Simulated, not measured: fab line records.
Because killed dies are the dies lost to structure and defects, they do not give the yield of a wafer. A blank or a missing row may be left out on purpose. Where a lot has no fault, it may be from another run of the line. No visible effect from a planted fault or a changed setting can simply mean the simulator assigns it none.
fab line records ; flow n5_finfet ; part 1 of 2: steps 1 to 20 of 25
[record] lots = 5; wafers = 15; last_day = 18
route steps=1938 shown GATE_CUT@477
lots with no fault: from the same line, run without faults
start_h: start of the lot's first displayed wafer, in hours after the record's first day ; wait_h: hours from the lot's prior step to this one ; " repeats the value in the row above ; L1.1+2: one row covering several wafers at once ; - no value, or no start was given ; * or withheld: withheld ; < > ~ a bound
route shown NAME@n: names a module that has steps shown in the file, with the first one's number in the route ; usual: average and standard deviation across the fault-free wafers ; same: alike in all rows ; chamber/n: place in a boat ; sites: readings site by site ; _std_site: standard deviation of those values ; _edge_site: inner sites' mean taken away from outer sites' mean ; radius_mm: for every site, how far away it sits from the centre of the wafer ; mask NAME#n: copy n ; behind: tool/chamber where the wafer was last shaped ; hold: the reason the lot was held/the length of the hold in hours/how it ended ; device: the n, p or np transistor that did not switch ; end of line: the same wafers' tests at the end of the route ; a step without rows: its recipe alone ; killed: dies that structure and defects cost at the first sort, which is not the same as the wafer's yield ; map: dies across one wafer; x = killed, . = not, _ = none there
set.NAME: the setting the step ran with; set.NAME@STEP: the setting that earlier step ran with ; model.NAME: the simulator's own value behind a step, which no gauge read
a table for each step, a row for each wafer; lots at some steps of the route
services: the hour from which a tool's chamber was out of use, counted from the record's first day as start_h (under 0 if before that day), plus the number of hours and why
[[steps]]
[step N5_GATE_CUT_HM_DEP_46]
[recipe] material = SiO2; target_thk_a = 1300; temp_c = 400; precursor = TEOS/O2; pressure_torr = 6.5; rf_w = 900; teos_flow_sccm = 161.4; gas = O2; flow_sccm = 2650; time_s = 26.6
[usual] heater_power_w = 579/67; showerhead_plenum_p_Torr = 8.37/0.035; throttle_valve_pct = 18.8/0.94
lot.wafer;tool;chamber;start_h;wait_h;heater_power_w;showerhead_plenum_p_Torr;throttle_valve_pct
L080.1;pecvd-02;1;125.27;0.0;638;8.41;18.6
L080.4;pecvd-02;0;125.27;0.0;495;8.30;20.5
L080.5;pecvd-02;1;125.27;0.0;678;8.40;18.8
L085.1;pecvd-02;1;150.68;0.0;640;8.38;18.8
L085.4;pecvd-02;1;150.68;0.0;642;8.37;18.9
L085.6;pecvd-02;0;150.68;0.0;502;8.31;20.4
L089.3;pecvd-03;0;175.86;0.0;495;8.38;18.1
L089.4;pecvd-03;2;175.86;0.0;614;8.36;17.6
L089.6;pecvd-03;0;175.86;0.0;519;8.36;18.1
L093.2;pecvd-01;2;201.67;0.0;527;8.39;18.2
L093.3;pecvd-01;1;201.67;0.0;629;8.32;18.0
L093.6;pecvd-01;1;201.67;0.0;619;8.31;17.3
L097.2;pecvd-02;1;224.73;0.0;647;8.39;18.7
L097.3;pecvd-02;2;224.73;0.0;588;8.36;19.0
L097.4;pecvd-02;2;224.73;0.0;596;8.38;19.1
[step N5_GATE_CUT_COAT_34]
[recipe] resist = SOC; temp_c = 250; time_s = 60; spin_rpm = 1500; resist_thk_nm = 60
[usual] chill_plate_temp_C = 23.01/0.097
lot.wafer;tool;chamber;start_h;wait_h;chill_plate_temp_C
L080.1;litho_track-04;0;125.34;0.0;23.04
L080.4;litho_track-04;0;125.34;0.0;22.79
L080.5;litho_track-04;0;125.34;0.0;23.22
L085.1;litho_track-04;0;150.75;0.0;23.00
L085.4;litho_track-04;0;150.75;0.0;22.87
L085.6;litho_track-04;0;150.75;0.0;23.01
L089.3;litho_track-04;0;175.93;0.0;22.95
L089.4;litho_track-04;0;175.93;0.0;22.87
L089.6;litho_track-04;0;175.93;0.0;22.93
L093.2;litho_track-01;0;201.73;0.0;23.07
L093.3;litho_track-01;0;201.73;0.0;22.89
L093.6;litho_track-01;0;201.73;0.0;22.97
L097.2;litho_track-01;0;224.79;0.0;23.05
L097.3;litho_track-01;0;224.79;0.0;23.17
L097.4;litho_track-01;0;224.79;0.0;23.04
[step N5_GATE_CUT_COAT_35]
[recipe] resist = SiARC; temp_c = 220; time_s = 60; spin_rpm = 1500; resist_thk_nm = 10
[usual] chill_plate_temp_C = 23.01/0.12
lot.wafer;tool;chamber;start_h;wait_h;chill_plate_temp_C
L080.1;litho_track-04;0;-;-;23.09
L080.4;litho_track-04;0;-;-;23.05
L080.5;litho_track-04;0;-;-;22.96
L085.1;litho_track-04;0;-;-;22.99
L085.4;litho_track-04;0;-;-;22.95
L085.6;litho_track-04;0;-;-;23.14
L089.3;litho_track-04;0;-;-;23.02
L089.4;litho_track-04;0;-;-;22.89
L089.6;litho_track-04;0;-;-;23.03
L093.2;litho_track-01;0;-;-;22.93
L093.3;litho_track-01;0;-;-;22.89
L093.6;litho_track-01;0;-;-;22.92
L097.2;litho_track-01;0;-;-;22.99
L097.3;litho_track-01;0;-;-;22.93
L097.4;litho_track-01;0;-;-;22.88
[step N5_GATE_CUT_COAT_27]
[recipe] resist = underlayer; temp_c = 205; time_s = 60; spin_rpm = 1500; resist_thk_nm = 10
[usual] chill_plate_temp_C = 23.02/0.095
lot.wafer;tool;chamber;start_h;wait_h;chill_plate_temp_C
L080.1;litho_track-04;0;-;-;23.11
L080.4;litho_track-04;0;-;-;23.08
L080.5;litho_track-04;0;-;-;23.15
L085.1;litho_track-04;0;-;-;23.03
L085.4;litho_track-04;0;-;-;23.06
L085.6;litho_track-04;0;-;-;22.88
L089.3;litho_track-04;0;-;-;23.06
L089.4;litho_track-04;0;-;-;22.97
L089.6;litho_track-04;0;-;-;22.94
L093.2;litho_track-01;0;-;-;23.00
L093.3;litho_track-01;0;-;-;23.01
L093.6;litho_track-01;0;-;-;22.91
L097.2;litho_track-01;0;-;-;23.18
L097.3;litho_track-01;0;-;-;22.90
L097.4;litho_track-01;0;-;-;23.00
[step N5_GATE_CUT_COAT_07]
[recipe] resist = CAR-EUV; spin_rpm = 1500; resist_thk_nm = 30
[usual] chill_plate_temp_C = 23.01/0.12
lot.wafer;tool;chamber;start_h;wait_h;chill_plate_temp_C
L080.1;litho_track-04;0;-;-;22.88
L080.4;litho_track-04;0;-;-;23.01
L080.5;litho_track-04;0;-;-;23.00
L085.1;litho_track-04;0;-;-;23.03
L085.4;litho_track-04;0;-;-;22.87
L085.6;litho_track-04;0;-;-;23.03
L089.3;litho_track-04;0;-;-;23.08
L089.4;litho_track-04;0;-;-;23.23
L089.6;litho_track-04;0;-;-;23.22
L093.2;litho_track-01;0;-;-;22.84
L093.3;litho_track-01;0;-;-;23.05
L093.6;litho_track-01;0;-;-;23.13
L097.2;litho_track-01;0;-;-;22.96
L097.3;litho_track-01;0;-;-;23.12
L097.4;litho_track-01;0;-;-;23.13
[step N5_GATE_CUT_EBR_09]
[recipe] solvent = PGMEA; ebr_width_mm = 1.5
[usual] chill_plate_temp_C = 23.01/0.096
lot.wafer;tool;chamber;start_h;wait_h;chill_plate_temp_C
L080.1;litho_track-04;0;-;-;23.08
L080.4;litho_track-04;0;-;-;22.96
L080.5;litho_track-04;0;-;-;22.93
L085.1;litho_track-04;0;-;-;23.14
L085.4;litho_track-04;0;-;-;23.16
L085.6;litho_track-04;0;-;-;23.07
L089.3;litho_track-04;0;-;-;22.85
L089.4;litho_track-04;0;-;-;22.87
L089.6;litho_track-04;0;-;-;22.91
L093.2;litho_track-01;0;-;-;23.05
L093.3;litho_track-01;0;-;-;23.10
L093.6;litho_track-01;0;-;-;23.05
L097.2;litho_track-01;0;-;-;23.02
L097.3;litho_track-01;0;-;-;22.90
L097.4;litho_track-01;0;-;-;22.86
[step N5_GATE_CUT_SOFTBAKE_08]
[recipe] temp_c = 110; time_s = 60; resist = CAR-EUV
[usual] chill_plate_temp_C = 23.01/0.12
lot.wafer;tool;chamber;start_h;wait_h;chill_plate_temp_C
L080.1;litho_track-04;0;-;-;22.87
L080.4;litho_track-04;0;-;-;22.84
L080.5;litho_track-04;0;-;-;22.89
L085.1;litho_track-04;0;-;-;22.99
L085.4;litho_track-04;0;-;-;23.04
L085.6;litho_track-04;0;-;-;22.95
L089.3;litho_track-04;0;-;-;23.18
L089.4;litho_track-04;0;-;-;23.08
L089.6;litho_track-04;0;-;-;23.01
L093.2;litho_track-01;0;-;-;22.83
L093.3;litho_track-01;0;-;-;22.95
L093.6;litho_track-01;0;-;-;23.20
L097.2;litho_track-01;0;-;-;23.23
L097.3;litho_track-01;0;-;-;23.06
L097.4;litho_track-01;0;-;-;23.10
[step N5_GATE_CUT_EXPOSE_10]
[recipe] mask_id = GATE_CUT; na = 0.33; source_shape = annular; sigma_inner = 0.35; sigma_outer = 0.8; polarization = unpolarized; target_cd_nm = 20; dose_mj = 43.25
lot.wafer;tool;chamber;start_h;wait_h;mask
L080.1+4+5;euv_scanner-02;0;125.60;-;GATE_CUT#0
L085.1+4+6;euv_scanner-01;0;151.01;-;GATE_CUT#0
L089.3+4+6;euv_scanner-01;0;176.20;-;GATE_CUT#0
L093.2+3+6;euv_scanner-02;0;201.88;-;GATE_CUT#0
L097.2+3+4;euv_scanner-02;0;225.06;-;GATE_CUT#0
[step N5_GATE_CUT_PEB_11]
[recipe] peb_temp_c = 100; peb_time_s = 60; resist = CAR-EUV
[usual] chill_plate_temp_C = 23.01/0.1
lot.wafer;tool;chamber;start_h;wait_h;chill_plate_temp_C
L080.1;litho_track-04;0;125.66;0.1;22.98
L080.4;litho_track-04;0;125.66;0.1;23.07
L080.5;litho_track-04;0;125.66;0.1;23.00
L085.1;litho_track-04;0;151.07;0.1;22.77
L085.4;litho_track-04;0;151.07;0.1;22.90
L085.6;litho_track-04;0;151.07;0.1;22.93
L089.3;litho_track-01;0;176.26;0.0;22.99
L089.4;litho_track-01;0;176.26;0.0;22.99
L089.6;litho_track-01;0;176.26;0.0;23.00
L093.2;litho_track-02;0;201.94;0.1;22.83
L093.3;litho_track-02;0;201.94;0.1;22.86
L093.6;litho_track-02;0;201.94;0.1;22.99
L097.2;litho_track-01;0;225.12;0.1;23.05
L097.3;litho_track-01;0;225.12;0.1;22.90
L097.4;litho_track-01;0;225.12;0.1;23.06
[step N5_GATE_CUT_DEVELOP_12]
[recipe] develop_time_s = 30; developer = TMAH; resist = CAR-EUV; rinse_liquid = surfactant_rinse; dry = air_spin; dev_temp_c = 23
[usual] chill_plate_temp_C = 23.02/0.12
lot.wafer;tool;chamber;start_h;wait_h;chill_plate_temp_C
L080.1;litho_track-04;0;-;-;23.09
L080.4;litho_track-04;0;-;-;23.03
L080.5;litho_track-04;0;-;-;23.12
L085.1;litho_track-04;0;-;-;22.93
L085.4;litho_track-04;0;-;-;23.17
L085.6;litho_track-04;0;-;-;23.16
L089.3;litho_track-01;0;-;-;23.20
L089.4;litho_track-01;0;-;-;23.29
L089.6;litho_track-01;0;-;-;23.21
L093.2;litho_track-02;0;-;-;22.98
L093.3;litho_track-02;0;-;-;22.78
L093.6;litho_track-02;0;-;-;22.99
L097.2;litho_track-01;0;-;-;23.15
L097.3;litho_track-01;0;-;-;23.19
L097.4;litho_track-01;0;-;-;23.01
[step N5_GATE_CUT_CD_MEAS_13]
[recipe] target_cd_nm = 20; landing_energy_ev = 500; detector = se_inlens
[usual] cd_nm = 19.90/0.28
lot.wafer;tool;chamber;start_h;wait_h;cd_nm
L080.1;cd_sem-01;0;125.73;-;19.80
L080.4;cd_sem-01;0;125.73;-;19.66
L080.5;cd_sem-01;0;125.73;-;20.06
L085.1;cd_sem-02;0;151.14;-;19.87
L085.4;cd_sem-02;0;151.14;-;19.91
L085.6;cd_sem-02;0;151.14;-;20.09
L089.3;cd_sem-03;0;176.32;-;20.28
L089.4;cd_sem-03;0;176.32;-;19.58
L089.6;cd_sem-03;0;176.32;-;20.45
L093.2;cd_sem-01;0;202.00;-;19.37
L093.3;cd_sem-01;0;202.00;-;19.37
L093.6;cd_sem-01;0;202.00;-;19.98
L097.2;cd_sem-03;0;225.19;-;19.78
L097.3;cd_sem-03;0;225.19;-;20.40
L097.4;cd_sem-03;0;225.19;-;19.22
[step N5_GATE_CUT_OVL_MEAS_14]
[recipe] points_per_wafer = 522
[usual] GATE_CUT_OVL = 0.1/0.77
lot.wafer;tool;chamber;start_h;wait_h;GATE_CUT_OVL[nm]
L080.1;overlay-02;0;125.76;0.0;0.2
L080.4;overlay-02;0;125.76;0.0;0.0
L080.5;overlay-02;0;125.76;0.0;0.4
L085.1;overlay-01;0;151.17;0.0;-1.2
L085.4;overlay-01;0;151.17;0.0;0.3
L085.6;overlay-01;0;151.17;0.0;0.6
L089.3;overlay-01;0;176.36;0.0;0.7
L089.4;overlay-01;0;176.36;0.0;1.3
L089.6;overlay-01;0;176.36;0.0;0.7
L093.2;overlay-02;0;202.04;0.0;1.0
L093.3;overlay-02;0;202.04;0.0;-0.1
L093.6;overlay-02;0;202.04;0.0;2.2
L097.2;overlay-02;0;225.22;0.0;0.0
L097.3;overlay-02;0;225.22;0.0;1.1
L097.4;overlay-02;0;225.22;0.0;-0.5
[step N5_GATE_CUT_INSPECT_15]
[recipe] mode = adi; inspect_instrument = brightfield
[usual] raw_defect_count = 132/40
lot.wafer;tool;chamber;start_h;wait_h;raw_defect_count
L080.1;defect_inspect-01;-;125.82;0.1;101
L080.4;defect_inspect-01;-;125.82;0.1;107
L080.5;defect_inspect-01;-;125.82;0.1;115
L085.1;defect_inspect-01;-;151.23;0.1;183
L085.4;defect_inspect-01;-;151.23;0.1;152
L085.6;defect_inspect-01;-;151.23;0.1;154
L089.3;defect_inspect-02;-;176.41;0.0;120
L089.4;defect_inspect-02;-;176.41;0.0;116
L089.6;defect_inspect-02;-;176.41;0.0;143
L093.2;defect_inspect-01;-;202.09;0.0;91
L093.3;defect_inspect-01;-;202.09;0.0;100
L093.6;defect_inspect-01;-;202.09;0.0;116
L097.2;defect_inspect-01;-;225.28;0.0;103
L097.3;defect_inspect-01;-;225.28;0.0;100
L097.4;defect_inspect-01;-;225.28;0.0;192
[step N5_GATE_CUT_DESCUM_18]
[recipe] chemistry = O2; time_s = 7; source_power_w = 50; bias_power_w = 20; pressure_mtorr = 20; rf_frequency_hz = 2.712e+07; temp_c = 40; resist = CAR-EUV; o2_flow_sccm = 225
[usual] drypump_motor_current_A = 5.6/0.43; oes_product_au = 0.74/0.058; rf_vpp_V = 243.2/1.1; showerhead_plenum_p_Torr = 2.10/0.055; throttle_valve_pct = 20.55/0.15
lot.wafer;tool;chamber;start_h;wait_h;drypump_motor_current_A;oes_product_au;rf_hours_counter_h;rf_vpp_V;showerhead_plenum_p_Torr;throttle_valve_pct
L080.1;rie_diel-05;3;126.10;0.3;5.8;0.76;146;243.0;2.09;20.48
L080.4;rie_diel-05;0;126.10;0.3;5.8;0.74;173;243.6;2.20;20.68
L080.5;rie_diel-05;1;126.10;0.3;5.6;0.72;-;243.8;2.09;20.55
L085.1;rie_diel-04;2;151.53;0.3;6.5;0.69;227;242.6;1.98;20.38
L085.4;rie_diel-04;0;151.53;0.3;6.2;0.75;179;240.3;2.09;20.47
L085.6;rie_diel-04;2;151.53;0.3;6.5;0.69;-;241.8;1.98;20.37
L089.3;rie_diel-03;1;176.44;0.0;5.1;0.77;151;244.1;2.12;20.64
L089.4;rie_diel-03;3;176.44;0.0;5.6;0.76;159;242.6;2.19;20.78
L089.6;rie_diel-03;1;176.44;0.0;5.1;0.77;-;243.3;2.12;20.64
L093.2;rie_diel-05;1;202.19;0.1;5.5;0.71;196;242.4;2.08;20.58
L093.3;rie_diel-05;0;202.19;0.1;5.8;0.73;196;243.4;2.19;20.73
L093.6;rie_diel-05;1;202.19;0.1;5.6;0.71;-;243.8;2.08;20.59
L097.2;rie_diel-04;1;225.31;0.0;5.5;0.77;124;244.5;2.10;20.76
L097.3;rie_diel-04;2;225.31;0.0;6.6;0.68;245;242.1;1.97;20.44
L097.4;rie_diel-04;3;225.31;0.0;5.0;0.67;249;242.9;2.07;20.71
[step N5_GATE_CUT_ETCH_28]
[recipe] chemistry = N2/H2; target = underlayer; target_depth_a = 130; mask_material = CAR-EUV; time_s = 10.4; ion_energy_ev = 200; pressure_mtorr = 30; source_w = 840; bias_w = 150; n2_flow_sccm = 200; h2_flow_sccm = 200; ends = cleared
[usual] drypump_motor_current_A = 5.6/0.43; etch_rf_on_time_s = 10.5/0.34; oes_product_au = 0.63/0.05; rf_vpp_V = 523.9/2; showerhead_plenum_p_Torr = 2.54/0.059; throttle_valve_pct = 17.92/0.15
lot.wafer;tool;chamber;start_h;wait_h;drypump_motor_current_A;etch_rf_on_time_s;oes_product_au;rf_hours_counter_h;rf_vpp_V;showerhead_plenum_p_Torr;throttle_valve_pct
L080.1;rie_diel-05;3;126.14;0.0;5.8;10.3;0.65;146;522.2;2.55;18.10
L080.4;rie_diel-05;0;126.14;0.0;5.8;10.3;0.63;173;526.8;2.63;17.90
L080.5;rie_diel-05;1;126.14;0.0;5.5;11.2;0.59;-;523.4;2.55;18.01
L085.1;rie_diel-04;2;151.56;0.0;6.5;10.1;0.59;227;518.3;2.41;18.02
L085.4;rie_diel-04;0;151.56;0.0;6.2;9.9;0.65;179;524.3;2.54;18.02
L085.6;rie_diel-04;2;151.56;0.0;6.5;10.1;0.60;-;521.1;2.41;18.02
L089.3;rie_diel-03;1;176.48;0.0;5.1;10.5;0.64;151;523.2;2.52;17.84
L089.4;rie_diel-03;3;176.48;0.0;5.6;10.1;0.65;159;526.8;2.64;18.08
L089.6;rie_diel-03;1;176.48;0.0;5.1;10.5;0.65;-;524.7;2.52;17.82
L093.2;rie_diel-05;1;202.22;0.0;5.6;11.1;0.59;197;523.1;2.54;18.04
L093.3;rie_diel-05;0;202.22;0.0;5.8;10.3;0.62;196;527.0;2.62;17.93
L093.6;rie_diel-05;1;202.22;0.0;5.6;11.0;0.59;-;523.2;2.54;18.03
L097.2;rie_diel-04;1;225.34;0.0;5.5;10.6;0.66;124;523.7;2.54;18.12
L097.3;rie_diel-04;2;225.34;0.0;6.5;10.1;0.59;245;519.6;2.40;18.04
L097.4;rie_diel-04;3;225.34;0.0;5.0;10.5;0.57;249;522.7;2.48;17.90
[step N5_GATE_CUT_ETCH_36]
[recipe] chemistry = CF4; target = SiARC; target_depth_a = 130; mask_material = CAR-EUV; time_s = 21.7; ion_energy_ev = 80; pressure_mtorr = 40; source_w = 545; bias_w = 36; Ar_flow_sccm = 100; cf4_flow_sccm = 100; ends = cleared
[usual] drypump_motor_current_A = 5.6/0.43; etch_rf_on_time_s = 21.9/0.59; oes_product_au = 0.63/0.049; rf_vpp_V = 184.1/1; showerhead_plenum_p_Torr = 2.14/0.048; throttle_valve_pct = 15.69/0.14
lot.wafer;tool;chamber;start_h;wait_h;drypump_motor_current_A;etch_rf_on_time_s;oes_product_au;rf_hours_counter_h;rf_vpp_V;showerhead_plenum_p_Torr;throttle_valve_pct
L080.1;rie_diel-05;3;126.16;0.0;5.9;21.8;0.65;146;183.4;2.13;15.66
L080.4;rie_diel-05;0;126.16;0.0;5.8;21.4;0.63;173;185.3;2.22;15.75
L080.5;rie_diel-05;1;126.16;0.0;5.5;23.1;0.60;-;183.8;2.13;15.69
L085.1;rie_diel-04;2;151.58;0.0;6.5;21.4;0.60;227;182.3;2.04;15.63
L085.4;rie_diel-04;0;151.58;0.0;6.1;20.9;0.64;179;184.8;2.14;15.69
L085.6;rie_diel-04;2;151.58;0.0;6.5;21.4;0.59;-;182.6;2.04;15.63
L089.3;rie_diel-03;1;176.50;0.0;5.1;21.7;0.65;151;185.2;2.15;15.69
L089.4;rie_diel-03;3;176.50;0.0;5.6;20.8;0.66;159;185.1;2.22;15.95
L089.6;rie_diel-03;1;176.50;0.0;5.1;21.8;0.64;-;184.2;2.15;15.69
L093.2;rie_diel-05;1;202.24;0.0;5.6;23.0;0.59;197;183.0;2.12;15.73
L093.3;rie_diel-05;0;202.24;0.0;5.8;22.0;0.61;196;184.1;2.21;15.80
L093.6;rie_diel-05;1;202.24;0.0;5.6;22.9;0.59;-;182.5;2.12;15.73
L097.2;rie_diel-04;1;225.36;0.0;5.5;22.1;0.66;124;183.1;2.15;15.91
L097.3;rie_diel-04;2;225.36;0.0;6.5;21.3;0.58;245;182.9;2.03;15.66
L097.4;rie_diel-04;3;225.36;0.0;5.0;22.1;0.58;249;184.0;2.11;15.85
[step N5_GATE_CUT_ETCH_37]
[recipe] chemistry = N2/H2; target = SOC; target_depth_a = 600; overetch_a = 120; mask_material = SiARC; temp_c = 40; time_s = 90; ion_energy_ev = 200; pressure_mtorr = 30; source_w = 840; bias_w = 150; n2_flow_sccm = 200; h2_flow_sccm = 200
[usual] drypump_motor_current_A = 5.6/0.43; oes_product_au = 0.67/0.049; rf_vpp_V = 523.8/1.9; showerhead_plenum_p_Torr = 2.54/0.059; throttle_valve_pct = 17.89/0.15
lot.wafer;tool;chamber;start_h;wait_h;drypump_motor_current_A;oes_product_au;rf_hours_counter_h;rf_vpp_V;showerhead_plenum_p_Torr;throttle_valve_pct
L080.1;rie_diel-05;3;126.18;0.0;5.9;0.69;146;523.3;2.55;18.10
L080.4;rie_diel-05;0;126.18;0.0;5.8;0.67;173;526.9;2.63;17.86
L080.5;rie_diel-05;1;126.18;0.0;5.6;0.65;-;523.4;2.55;17.97
L085.1;rie_diel-04;2;151.61;0.0;6.6;0.62;227;520.8;2.41;17.99
L085.4;rie_diel-04;0;151.61;0.0;6.2;0.66;179;523.6;2.54;18.00
L085.6;rie_diel-04;2;151.61;0.0;6.6;0.61;-;519.0;2.41;17.99
L089.3;rie_diel-03;1;176.52;0.0;5.1;0.68;151;523.4;2.52;17.79
L089.4;rie_diel-03;3;176.52;0.0;5.6;0.67;159;526.5;2.64;18.04
L089.6;rie_diel-03;1;176.52;0.0;5.1;0.68;-;523.5;2.52;17.80
L093.2;rie_diel-05;1;202.27;0.0;5.5;0.63;197;522.4;2.54;18.01
L093.3;rie_diel-05;0;202.27;0.0;5.8;0.65;196;523.9;2.62;17.88
L093.6;rie_diel-05;1;202.27;0.0;5.6;0.64;-;523.7;2.54;18.02
L097.2;rie_diel-04;1;225.39;0.0;5.5;0.69;124;524.1;2.54;18.11
L097.3;rie_diel-04;2;225.39;0.0;6.5;0.61;245;520.0;2.40;18.01
L097.4;rie_diel-04;3;225.39;0.0;5.0;0.61;249;522.8;2.48;17.87
[step N5_GATE_CUT_STRIP_38]
[recipe] chemistry = N2/H2; temp_c = 40; n2_flow_sccm = 200; h2_flow_sccm = 200; rf_frequency_hz = 6e+07
lot.wafer;tool;chamber;start_h;wait_h
L080.1+4+5;rie_diel-05;3,0,1;126.25;0.0
L085.1+4+6;rie_diel-04;2,0,2;151.67;0.0
L089.3+4+6;rie_diel-03;1,3,1;176.59;0.0
L093.2+3+6;rie_diel-05;1,0,1;202.33;0.0
L097.2+3+4;rie_diel-04;1,2,3;225.45;0.0
[step N5_GATE_CUT_STRIP_39]
[recipe] chemistry = N2/H2; temp_c = 40; n2_flow_sccm = 200; h2_flow_sccm = 200; rf_frequency_hz = 6e+07
lot.wafer;tool;chamber;start_h;wait_h
L080.1+4+5;rie_diel-05;3,0,1;126.26;0.0
L085.1+4+6;rie_diel-04;2,0,2;151.68;0.0
L089.3+4+6;rie_diel-03;1,3,1;176.60;0.0
L093.2+3+6;rie_diel-05;1,0,1;202.34;0.0
L097.2+3+4;rie_diel-04;1,2,3;225.46;0.0
[step N5_GATE_CUT_HM_OPEN_40]
[recipe] chemistry = C4F6/O2; target = SiO2; mask_material = SiARC; target_depth_a = 1390; time_s = 85.1; ion_energy_ev = 250; pressure_mtorr = 30; source_w = 345; bias_w = 185; Ar_flow_sccm = 300; C4F6_flow_sccm = 10; O2_flow_sccm = 10; ends = cleared
[usual] drypump_motor_current_A = 5.6/0.43; etch_rf_on_time_s = 95.5/2.2; oes_o_777_au = 0.74/0.054; oes_product_au = 0.67/0.052; rf_vpp_V = 665/13; showerhead_plenum_p_Torr = 2.84/0.063; throttle_valve_pct = 20.99/0.13
lot.wafer;tool;chamber;start_h;wait_h;drypump_motor_current_A;etch_rf_on_time_s;oes_o_777_au;oes_product_au;rf_hours_counter_h;rf_vpp_V;showerhead_plenum_p_Torr;throttle_valve_pct
L080.1;rie_diel-05;3;126.27;0.0;5.8;95.5;0.76;0.69;146;675;2.83;20.92
L080.4;rie_diel-05;0;126.27;0.0;5.8;96.0;0.75;0.67;173;676;2.94;20.98
L080.5;rie_diel-05;1;126.27;0.0;5.6;100.8;0.70;0.63;-;657;2.82;20.90
L085.1;rie_diel-04;2;151.69;0.0;6.5;92.6;0.68;0.62;227;670;2.71;20.98
L085.4;rie_diel-04;0;151.69;0.0;6.2;92.4;0.75;0.67;180;679;2.85;21.05
L085.6;rie_diel-04;2;151.69;0.0;6.5;95.9;0.68;0.62;-;670;2.71;20.96
L089.3;rie_diel-03;1;176.61;0.0;5.1;95.8;0.78;0.68;151;678;2.84;20.94
L089.4;rie_diel-03;3;176.61;0.0;5.6;94.0;0.75;0.69;159;689;2.96;21.30
L089.6;rie_diel-03;1;176.61;0.0;5.1;95.4;0.79;0.69;-;679;2.84;20.96
L093.2;rie_diel-05;1;202.35;0.0;5.6;98.2;0.68;0.62;197;658;2.81;20.96
L093.3;rie_diel-05;0;202.35;0.0;5.8;94.0;0.73;0.66;196;674;2.93;21.04
L093.6;rie_diel-05;1;202.35;0.0;5.6;100.1;0.68;0.63;-;656;2.81;20.96
L097.2;rie_diel-04;1;225.47;0.0;5.5;96.1;0.78;0.69;124;647;2.85;21.22
L097.3;rie_diel-04;2;225.47;0.0;6.5;92.6;0.67;0.62;245;670;2.71;20.99
L097.4;rie_diel-04;3;225.47;0.0;5.0;96.7;0.68;0.61;249;650;2.81;21.15
